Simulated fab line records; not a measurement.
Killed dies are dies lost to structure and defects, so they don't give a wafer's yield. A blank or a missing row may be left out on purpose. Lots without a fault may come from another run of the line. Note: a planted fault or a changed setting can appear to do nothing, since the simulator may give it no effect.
What tool caused it? ; flow nand harc ; 10 lots with 30 wafers sampled at 4 steps, on a route of 1302 steps

== WHAT THE GAUGES READ, wafer by wafer ==
NHARC_P_ZERO_WELL_INSPECT_43.
lot;measured;on;raw defect count
L947;day 2 03:29;defect inspect-01;12 22 13
L950;day 3 09:32;defect inspect-02;15 11 11
L952;day 4 05:43;defect inspect-01;722 688 718
L954;day 5 05:37;defect inspect-01;688 709 709
L960;day 7 13:45;defect inspect-02;13 15 23
L961;day 7 23:52;defect inspect-02;24 28 11
L965;day 9 17:49;defect inspect-01;20 27 16
L966;day 10 01:44;defect inspect-02;13 18 20
L968;day 10 21:34;defect inspect-02;22 9 23
L970;day 11 17:40;defect inspect-02;23 38 15

== EACH LOT AND THE TOOL THAT RAN IT (in order: tool; ch and the chambers of the sampled wafers; start) ==
lot;NHARC_P_ZERO_WELL_DESCUM_13;NHARC_P_ZERO_WELL_ETCH_65;NHARC_P_ZERO_WELL_ETCH_62
L947;rie diel-13 ch 1,2, day 1 21:30;rie diel-13 ch 0,1,3, day 1 21:35;rie diel-13 ch 1,2,3, day 2 03:29 or earlier
L950;rie diel-01 ch 2, day 3 03:24;rie diel-01 ch 0,2, day 3 03:33;rie diel-01 ch 0,2, day 3 09:32 or earlier
L952;rie diel-01 ch 0,1,2, day 3 23:25;rie diel-01 ch 0,2, day 3 23:31;rie diel-01 ch 1,2, day 4 05:43 or earlier
L954;rie diel-01 ch 0,2, day 4 19:24;rie diel-01 ch 0,1, day 4 19:30;rie diel-01 ch 0,2, day 5 05:37 or earlier
L960;rie diel-12 ch 0,1, day 7 07:25;rie diel-12 ch 1,2, day 7 07:29;rie diel-12 ch 1,2, day 7 13:45 or earlier
L961;rie diel-12 ch 0,1,3, day 7 17:46;rie diel-12 ch 1,2, day 7 17:52;rie diel-12 ch 0,1,3, day 7 23:52 or earlier
L965;rie diel-12 ch 0,1, day 9 09:25;rie diel-12 ch 0,1,3, day 9 09:29;rie diel-12 ch 2,3, day 9 17:49 or earlier
L966;rie diel-13 ch 1,2, day 9 19:24;rie diel-13 ch 0,1,2, day 9 19:29;rie diel-13 ch 0,2, day 10 01:44 or earlier
L968;rie diel-13 ch 0,1, day 10 15:24;rie diel-13 ch 0,1, day 10 15:29;rie diel-13 ch 0,1, day 10 21:34 or earlier
L970;rie diel-01 ch 0,1,2, day 11 11:25;rie diel-01 ch 0,1,2, day 11 11:31;rie diel-01 ch 0,1,3, day 11 17:40 or earlier
- NHARC_P_ZERO_WELL_DESCUM_13: chemistry O2, time 3 s.
- NHARC_P_ZERO_WELL_ETCH_65: etches the open film in N2/H2, target depth 80 nm, overetch 24 nm, time 87.88 s.
- NHARC_P_ZERO_WELL_ETCH_62: etches the open film in CHF3/Ar, target depth 13 nm, time 6.5 s.

== THE ANSWER, worked out from the rows above alone ==
Rule: the usual values come from the lots themselves. Put in order of their means at a reading, lots are off if they are a third of the lots or fewer, leave a main group of 4 or more, and stand apart from it by a gap of 3 or more times the standard deviation of the main group's means; of several such gaps the widest counts. Not used: any main group whose means are identical at the precision the tables above print for the reading. Also off: a lot with no number at a reading for which 4 or more lots have one. Any other lot the step has rows for is counted as sound.
Off at NHARC_P_ZERO_WELL_INSPECT_43 (raw defect count): L952, L954. The main group: mean 18, standard deviation 3.7.
A tool fits if, at a process step before that reading, it ran every lot that is off, and no sound lot after the first of them. The gauges at NHARC_P_ZERO_WELL_INSPECT_43 are tried like those tools. NHARC_P_ZERO_WELL_ETCH_62 gives no start for some lots, so the hours and the order of its lots are those of NHARC_P_ZERO_WELL_INSPECT_43. Of those tried, none fits.

== WHAT WAS PUT IN BY THE SIMULATOR ==
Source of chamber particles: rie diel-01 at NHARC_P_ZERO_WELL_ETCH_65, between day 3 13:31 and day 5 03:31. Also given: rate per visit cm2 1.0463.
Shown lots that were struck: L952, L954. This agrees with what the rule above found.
